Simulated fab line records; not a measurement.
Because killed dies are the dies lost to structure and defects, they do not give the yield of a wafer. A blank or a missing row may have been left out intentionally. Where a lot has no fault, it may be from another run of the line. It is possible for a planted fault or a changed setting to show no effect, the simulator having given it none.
One fault through the eyes of 3 desks | flow n5-finfet | each desk has only its own numbers; what lay behind them comes last

FROM THE METROLOGY DESK
Lot by lot, what the gauges showed, no matter which tool ran the lot: averages of those sampled wafers that carry a number. The brackets show how far a lot's mean lies from the usual mean; more than 4 standard deviations puts the lot out of limits, marked OUT. Of its 12 readings 7 are shown: those that lie furthest out on some lot.
Columns: A = M2_OVL at N5_BEOL_M2_OVL_MEAS_12, usual -0.5 nm; B = DIBL_N at N5_BEOL_M4_RC_MEAS_101, usual 36.1 mV/V; C = IOFF_P at N5_BEOL_M4_RC_MEAS_101, usual 0.21 nA/um; D = ION_N at N5_BEOL_M4_RC_MEAS_101, usual 678 uA/um; E = SS_P at N5_BEOL_M4_RC_MEAS_101, usual 73.3 mV/dec; F = VT_N at N5_BEOL_M4_RC_MEAS_101, usual 249 mV; G = VT_P at N5_BEOL_M4_RC_MEAS_101, usual -250.0 mV
lot  | first seen here | A    | B    | C    | D   | E    | F   | G
L453 | day 6 14:19     | -1.3 | 33.9 | 0.22 | 662 | 72.6 | 253 | -246.4
L460 | day 8 05:23     | -0.5 | 36.7 | 0.23 | 666 | 73.4 | 251 | -249.5
L472 | day 11 21:24    | -0.4 | 35.7 | 0.22 | 684 | 73.3 | 250 | -250.8
L473 | day 12 04:34    | -1.4 | 37.3 | 0.25 | 687 | 74.0 | 245 | -248.8
L475 | day 12 09:11    | -0.2 | 34.8 | 0.21 | 681 | 73.1 | 247 | -248.7
Finding of this desk: none of the 5 lots has anything out of limits.

THE DEFECT DESK
Counts from the inspections along the route, per lot, as means over the sampled wafers that have a number. The brackets show how far a lot's mean lies from the usual mean; more than 4 standard deviations puts the lot out of limits, marked OUT.
Columns: A = raw-defect-count at N5_BEOL_M2_INSPECT_13, usual 400
lot  | first seen here | A
L453 | day 6 14:24     | 375
L460 | day 8 05:28     | 358
L472 | day 11 21:29    | 491
L473 | day 12 04:40    | 317
L475 | day 12 09:16    | 465
Finding of this desk: none of the 5 lots has anything out of limits.

DESK OF THE TOOL OWNER: rie-diel-06
The tool's own readings at N5_BEOL_M2_ETCH_64 (etches SOC in N2/H2, target depth 75 nm, overetch 22.5 nm, time 121.9 s): means of the sampled wafers that have a number, for each lot that ran on this tool. The brackets show how far a lot's mean lies from the usual mean; more than 4 standard deviations puts the lot out of limits, marked OUT.
Columns: A = chamber-pressure-mTorr at N5_BEOL_M2_ETCH_64, usual 29.998 mTorr; B = drypump-motor-current-A at N5_BEOL_M2_ETCH_64, usual 5.7 A; C = oes-product-au at N5_BEOL_M2_ETCH_64, usual 0.62 a.u.; D = rf-vpp-V at N5_BEOL_M2_ETCH_64, usual 524.8 V; E = showerhead-plenum-p-Torr at N5_BEOL_M2_ETCH_64, usual 2.58 Torr; F = throttle-valve-pct at N5_BEOL_M2_ETCH_64, usual 17.76 %
lot  | first seen here | A      | B   | C    | D     | E    | F
L460 | day 8 05:43     | 30.017 | 5.8 | 0.64 | 524.1 | 2.53 | 17.55
L473 | day 12 04:46    | 30.002 | 5.8 | 0.60 | 522.8 | 2.52 | 17.61
Finding of this desk: none of the 2 lots has anything out of limits.

PUT TOGETHER
At the metrology desk, nothing out of limits was observed.
Nothing the defect desk looked at was out of limits.
The desk of the tool owner found nothing out of limits.

WHAT WAS PUT IN BY THE SIMULATOR
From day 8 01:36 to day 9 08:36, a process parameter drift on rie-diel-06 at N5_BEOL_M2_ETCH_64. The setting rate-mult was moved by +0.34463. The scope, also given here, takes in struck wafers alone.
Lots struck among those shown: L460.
